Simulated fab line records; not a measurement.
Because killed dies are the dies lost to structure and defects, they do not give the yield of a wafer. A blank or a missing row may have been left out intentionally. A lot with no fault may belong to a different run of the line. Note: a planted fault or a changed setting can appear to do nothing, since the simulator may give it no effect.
The tool behind it: which one?    flow nand harc    11 lots with 33 wafers sampled at 5 steps, on a route of 1302 steps

## WHAT THE GAUGES SHOWED, per wafer
NHARC_END_SORT_01.
lot   measured      on         killed at array  killed at other  killed at periphery  killed dies  killed open  killed short
L136  day 29 02:59  prober-02  620 624 591      3 2 2            3 2 2                626 628 595  5 6 3        1 2 0
L139  day 30 03:25  prober-02  581 601 614      0 1 0            1 4 6                582 606 620  3 5 3        2 5 3

## WHAT TOOL EACH LOT RAN ON (gives the tool, then ch and the chambers of the sampled wafers, and finally the start)
lot   NHARC_A_SGD_CUT_DEP_00           NHARC_A_SGD_CUT_DESCUM_14           NHARC_A_SGD_CUT_ETCH_59                        NHARC_A_SGD_CUT_ETCH_16
L125  pecvd-03 ch 0,1,2, day 19 13:07  rie diel-03 ch 0,2,3, day 19 14:01  rie diel-03 ch 1,2,3, day 19 14:41 or earlier  rie diel-03 ch 0,1,3, day 19 14:41
L128  pecvd-01 ch 0,1,2, day 20 09:50  rie diel-12 ch 0,1,3, day 20 10:41  rie diel-12 ch 1,2, day 20 11:17 or earlier    rie diel-12 ch 2,3, day 20 11:17
L129  pecvd-04 ch 1,2, day 20 09:57    rie diel-06 ch 0,2, day 20 10:49    rie diel-06 ch 0,1, day 20 11:30 or earlier    rie diel-06 ch 0,1, day 20 11:30
L130  pecvd-01 ch 0,1, day 21 01:49    rie diel-06 ch 0,2, day 21 02:43    rie diel-06 ch 2,3, day 21 03:17 or earlier    rie diel-06 ch 2,3, day 21 03:17
L136  pecvd-04 ch 0,2, day 23 19:42    rie diel-12 ch 0,1, day 23 20:34    rie diel-12 ch 0,1, day 23 21:10 or earlier    rie diel-12 ch 1,2,3, day 23 21:10
L137  pecvd-01 ch 0,1, day 24 03:25    rie diel-03 ch 0,1,2, day 24 04:20  rie diel-03 ch 1,2, day 24 04:53 or earlier    rie diel-03 ch 1,2, day 24 04:53
L139  pecvd-03 ch 0,2, day 24 21:17    rie diel-12 ch 2,3, day 24 22:09    rie diel-12 ch 1,3, day 24 22:50 or earlier    rie diel-12 ch 1,2,3, day 24 22:50
L145  pecvd-01 ch 0,1, day 27 03:21    rie diel-03 ch 0,1,3, day 27 04:13  rie diel-03 ch 0,1,3, day 27 04:47 or earlier  rie diel-03 ch 0,2, day 27 04:47
L144  pecvd-01 ch 0,1,2, day 27 03:38  rie diel-06 ch 0,2,3, day 27 04:26  rie diel-06 ch 0,1,3, day 27 04:59 or earlier  rie diel-06 ch 0,3, day 27 04:59
L146  pecvd-04 ch 0,1,2, day 27 23:25  rie diel-06 ch 0,3, day 28 00:17    rie diel-06 ch 1,2,3, day 28 00:52 or earlier  rie diel-06 ch 1,2,3, day 28 00:52
L147  pecvd-01 ch 0,2, day 28 04:40    rie diel-12 ch 1,2,3, day 28 05:35  rie diel-12 ch 0,1,2, day 28 06:08 or earlier  rie diel-12 ch 0,1, day 28 06:08
- NHARC_A_SGD_CUT_DEP_00: deposits SiNx, target thk 50 nm.
- NHARC_A_SGD_CUT_DESCUM_14: chemistry O2, time 3 s.
- NHARC_A_SGD_CUT_ETCH_59: etches the open film in N2/H2, target depth 260 nm, time 406.25 s.
- NHARC_A_SGD_CUT_ETCH_16: etches the open film in C4F8/O2/Ar, target depth 310.5 nm, time 155.2 s.

## WHAT THE TOOLS THEMSELVES READ (means of the sampled wafers that have a number; where no wafer has one, the mark that the record gives instead)
NHARC_A_SGD_CUT_DEP_00.
lot   tool      heater power w (W)
L125  pecvd-03  707
L128  pecvd-01  615
L129  pecvd-04  759
L130  pecvd-01  671
L136  pecvd-04  741
L137  pecvd-01  683
L139  pecvd-03  805
L145  pecvd-01  646
L144  pecvd-01  579
L146  pecvd-04  688
L147  pecvd-01  607

NHARC_A_SGD_CUT_DESCUM_14.
lot   tool         drypump motor current A (A)  oes product au (a.u.)  rf vpp V (V)  showerhead plenum p Torr (Torr)  throttle valve pct (%)
L125  rie diel-03  5.6                          0.987                  57.6          1.94                             11.308
L128  rie diel-12  5.4                          0.996                  58.9          1.95                             11.308
L129  rie diel-06  5.3                          1.003                  58.2          1.91                             11.301
L130  rie diel-06  5.3                          1.003                  57.5          1.91                             11.310
L136  rie diel-12  5.7                          1.015                  57.8          1.95                             11.308
L137  rie diel-03  5.6                          1.002                  57.6          1.91                             11.300
L139  rie diel-12  5.2                          1.006                  58.2          1.88                             11.310
L145  rie diel-03  5.0                          0.993                  57.5          1.88                             11.306
L144  rie diel-06  5.5                          1.001                  57.8          1.92                             11.299
L146  rie diel-06  5.7                          0.993                  58.2          2.00                             11.310
L147  rie diel-12  5.5                          1.012                  57.7          1.91                             11.313

NHARC_A_SGD_CUT_ETCH_59.
lot   tool         bias w (W)  drypump motor current A (A)  n2 flow sccm (sccm)  oes product au (a.u.)  rf vpp V (V)  run length s (s)  showerhead plenum p Torr (Torr)  throttle valve pct (%)
L125  rie diel-03  149.7       5.5                          150.1                0.999                  431.0         427.5             2.06                             14.174
L128  rie diel-12  149.7       5.8                          149.7                1.006                  431.2         427.2             2.03                             14.169
L129  rie diel-06  150.6       5.6                          149.7                1.003                  433.5         428.0             2.15                             14.173
L130  rie diel-06  150.1       5.6                          150.0                1.008                  431.0         426.8             2.07                             14.165
L136  rie diel-12  150.0       5.4                          150.1                1.006                  432.2         427.1             2.09                             14.175
L137  rie diel-03  150.2       6.0                          149.6                1.016                  431.5         427.6             2.08                             14.163
L139  rie diel-12  150.3       5.7                          150.1                1.009                  431.8         426.9             2.07                             14.169
L145  rie diel-03  149.6       5.1                          149.8                0.989                  429.8         427.6             2.01                             14.181
L144  rie diel-06  149.9       5.7                          150.5                0.999                  433.3         427.7             2.14                             14.174
L146  rie diel-06  150.3       5.5                          150.5                1.004                  431.3         427.6             2.07                             14.167
L147  rie diel-12  149.8       5.5                          150.2                1.017                  431.3         427.3             2.05                             14.174

NHARC_A_SGD_CUT_ETCH_16.
lot   tool         bias w (W)  oes product au (a.u.)  rf vpp V (V)  run length s (s)
L125  rie diel-03  798.4       0.949                  722           176.5
L128  rie diel-12  798.0       0.981                  723           176.7
L129  rie diel-06  800.5       0.980                  729           177.1
L130  rie diel-06  800.8       0.981                  724           175.8
L136  rie diel-12  -           0.973                  724           161.4
L137  rie diel-03  798.6       0.988                  723           176.4
L139  rie diel-12  -           0.974                  723           161.5
L145  rie diel-03  802.6       0.976                  723           176.5
L144  rie diel-06  799.0       0.975                  725           176.4
L146  rie diel-06  801.0       0.977                  725           176.4
L147  rie diel-12  798.7       1.000                  726           176.2

## THE ANSWER, worked out from the rows above alone
Rule: what is usual is taken from the lots themselves. The widest of any qualifying gaps counts: lots, ordered by their means at a reading, are off when they make up no more than a third of the lots, leave a main group of 4 or more, and stand apart from it by 3 or more times the standard deviation of that group's means. Not used: any main group whose means are identical at the precision the tables above print for the reading. Also off: a lot with no number at a reading for which 4 or more lots have one. Any other lot the step has rows for is counted as sound. First the gauges in route order, then the tools' own readings, where a lot's mean is used as printed above. At the first step where some lot is off, the reading lying furthest off is the one used; lots without a number count as furthest.
Off: L136, L139 (NHARC_A_SGD_CUT_ETCH_16, bias w). Without a number there: L136, L139. The main group has a mean of 799.7 W with a standard deviation of 1.5.
A tool fits if, at that step or a process step before it, it ran every lot that is off, and no sound lot after the first of them. With no start given for some of its lots, NHARC_A_SGD_CUT_ETCH_59 uses the hours and lot order of NHARC_A_SGD_CUT_ETCH_16. Of those tried, none fits.

## WHAT WAS PUT IN BY THE SIMULATOR
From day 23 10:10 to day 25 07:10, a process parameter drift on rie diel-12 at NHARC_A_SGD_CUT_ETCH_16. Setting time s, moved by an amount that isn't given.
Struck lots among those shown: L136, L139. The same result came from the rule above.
